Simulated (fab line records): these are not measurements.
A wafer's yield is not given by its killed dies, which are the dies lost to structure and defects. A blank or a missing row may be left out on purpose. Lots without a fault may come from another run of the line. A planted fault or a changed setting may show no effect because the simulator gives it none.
Struck lot and sound lot, side by side ; flow nandHarc ; 15 steps out of a route of 1159
Sound: wafers L550.4, L550.5, L550.6. Wafers L566.1, L566.5, L566.6 were the ones struck. Last of all comes the cause.
Each step with rows lists, per side, the tool, then ch with its chambers, then its first start. Under that, the readings that differ: sound wafers ; struck wafers ; difference of the means ; sigmas: that difference in standard deviations of wafers without a fault.
alike: a reading whose means differ by less than 2 such deviations, as well as words and numbers matching on both sides. not compared: withheld readings; readings where some wafer has no value; bounds like >300 that might hide an equal value; numbers whose values overlap and for which the record gives no deviation.
Wherever a step has rows on one side only, a row that says differs or no value, or a row with sigmas, the two part there. When numbers do not overlap yet have no deviation, they are printed without sigmas and do not part them. A reading missing from all wafers of one side parts the sides only when that side holds two or more wafers.

first, 7 steps without rows for these wafers: NHARC_A_BONDPAD_COAT_33 (time 65 s); NHARC_A_BONDPAD_COAT_03 (resist thk 600 nm); NHARC_A_BONDPAD_SOFTBAKE_04 (time 70 s); NHARC_A_BONDPAD_EBR_05; NHARC_A_BONDPAD_EXPOSE_06 (exposes mask A BPAD); NHARC_A_BONDPAD_PEB_07 (peb time 80 s); NHARC_A_BONDPAD_DEVELOP_08 (time 50 s).
NHARC_A_BONDPAD_CD_MEAS_09: the cd target is 500 nm.
  sound on cdSem-02 ch 0, day 19 05:59; struck on cdSem-03 ch 0, day 23 14:16
  alike: cdNm
NHARC_A_BONDPAD_OVL_MEAS_35:
  sound: overlay-02 at day 19 06:04; struck: overlay-01 at day 23 14:22
  alike: overlayXNm, overlayYNm
then, 1 step without rows for these wafers: NHARC_A_BONDPAD_HARDBAKE_10 (time 65 s).
NHARC_A_BONDPAD_DESCUM_11: chemistry O2, time 3 s.
  sound on rieDiel-06 ch 1,2, day 19 06:11; struck on rieDiel-02 ch 0,1,3, day 23 14:31
  alike: drypumpMotorCurrentA, oesProductAu, rfVppV, showerheadPlenumPTorr, throttleValvePct
  not compared: rfHoursCounterH
NHARC_A_BONDPAD_ETCH_34: etches the open film in N2/H2, target depth 60 nm, overetch 18 nm, time 65.91 s.
  sound on rieDiel-06 ch 0,3, day 19 06:17; struck on rieDiel-02 ch 1,2, day 23 14:34
  alike: drypumpMotorCurrentA, h2FlowSccm, oesProductAu, rfFwdPowerW, rfVppV, showerheadPlenumPTorr, throttleValvePct
  not compared: rfHoursCounterH
NHARC_A_BONDPAD_ETCH_12: etches the open film in CHF3/O2, target depth 220 nm, time 110 s.
  sound on rieDiel-06 ch 0,2,3, day 19 06:23; struck on rieDiel-02 ch 0,1, day 23 14:40
reading;sound;struck;difference;sigmas
oesProductAu (a.u.);0.985 0.956 0.966;0.704 0.705 0.706;-0.264;-12
rfFwdPowerW (W);495.7 498.3 494.8;298.9 298.3 297.0;-198.2;-99 or more
  alike: drypumpMotorCurrentA, rfVppV, showerheadPlenumPTorr, throttleValvePct
  not compared: rfHoursCounterH
NHARC_A_BONDPAD_CD_MEAS_13:
  sound: cdSem-01 at day 19 06:31; struck: cdSem-03 at day 23 14:48
  alike: cdNm
NHARC_END_SORT_01:
  sound on prober-01 ch 0, day 20 17:03; struck on prober-01 ch 0, day 24 19:33
reading;sound;struck;difference;sigmas
hold;- - -;awaitDispo/1.6h/scrap awaitDispo/1.6h/scrap awaitDispo/1.6h/scrap;no value on the sound wafers;
defectLimitedYield (%);94.8 96.0 95.9;0 0 0;-96;-60
killedAtArray;29 24 23;675 676 675;+650;+59
killedDies;35 27 28;677 677 677;+647;+59
sort_bin_2_pct (%);0.7 1.8 1.2;96.8 98.2 97.8;+96.4;+99 or more
sortNPass;642 650 649;0 0 0;-647;-59
sortRimYieldPct (%);95.3 98.1 96.2;0 0 0;-97;-39
sortYieldPct (%);94.8 96.0 95.9;0 0 0;-96;-60
  alike: killedAtOther, killedAtPeriphery, killedOpen, killedShort, sort_bin_3_pct, sort_bin_4_pct

WHERE THEY PART
First at NHARC_A_BONDPAD_ETCH_12; last, within this record, at NHARC_END_SORT_01.

WHY: the cause the simulator had injected
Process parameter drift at NHARC_A_BONDPAD_ETCH_12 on rieDiel-02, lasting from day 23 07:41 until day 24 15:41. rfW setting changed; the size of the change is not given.
